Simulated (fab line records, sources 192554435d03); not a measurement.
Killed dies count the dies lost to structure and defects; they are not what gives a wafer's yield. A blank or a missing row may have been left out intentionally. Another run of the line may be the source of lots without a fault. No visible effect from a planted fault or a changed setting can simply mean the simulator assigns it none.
Which tool was responsible? ; flow n5Finfet ; 10 lots (30 wafers sampled), 1 step of a 1938-step route

== WHAT THE GAUGES SHOWED, per wafer ==
N5_SD_EPI_P_INSPECT_26: inspects for defects (darkfield).
lot;measured;on;rawDefectCount
L640;day 3 09:00;defectInspect-01;178 197 158
L641;day 3 18:20;defectInspect-01;219 160 154
L642;day 4 07:21;defectInspect-01;144 192 169
L643;day 4 15:14;defectInspect-01;156 158 146
L644;day 4 16:14;defectInspect-02;130 133 124
L647;day 5 06:25;defectInspect-01;169 119 201
L654;day 7 04:07;defectInspect-01;143 207 215
L655;day 7 08:14;defectInspect-01;253 164 215
L657;day 7 22:56;defectInspect-01;185 147 161
L660;day 8 07:59;defectInspect-02;172 150 243

== TOOL THAT RAN EACH LOT (tool first, then ch and the chambers of the sampled wafers, then the start) ==
There is no process step in the record ahead of these readings.

== THE ANSWER, worked out from the rows above alone ==
Rule: what is usual is taken from the lots themselves. The widest of any qualifying gaps counts: lots, ordered by their means at a reading, are off when they make up no more than a third of the lots, leave a main group of 4 or more, and stand apart from it by 3 or more times the standard deviation of that group's means. If all means in a main group match to the digits the tables above print for the reading, that group is not used. Also off: a lot with no number at a reading for which 4 or more lots have one. Any other lot the step has rows for is counted as sound.
Nothing can be told from this: no lot is off at any reading shown.

== WHAT THE SIMULATOR PUT IN ==
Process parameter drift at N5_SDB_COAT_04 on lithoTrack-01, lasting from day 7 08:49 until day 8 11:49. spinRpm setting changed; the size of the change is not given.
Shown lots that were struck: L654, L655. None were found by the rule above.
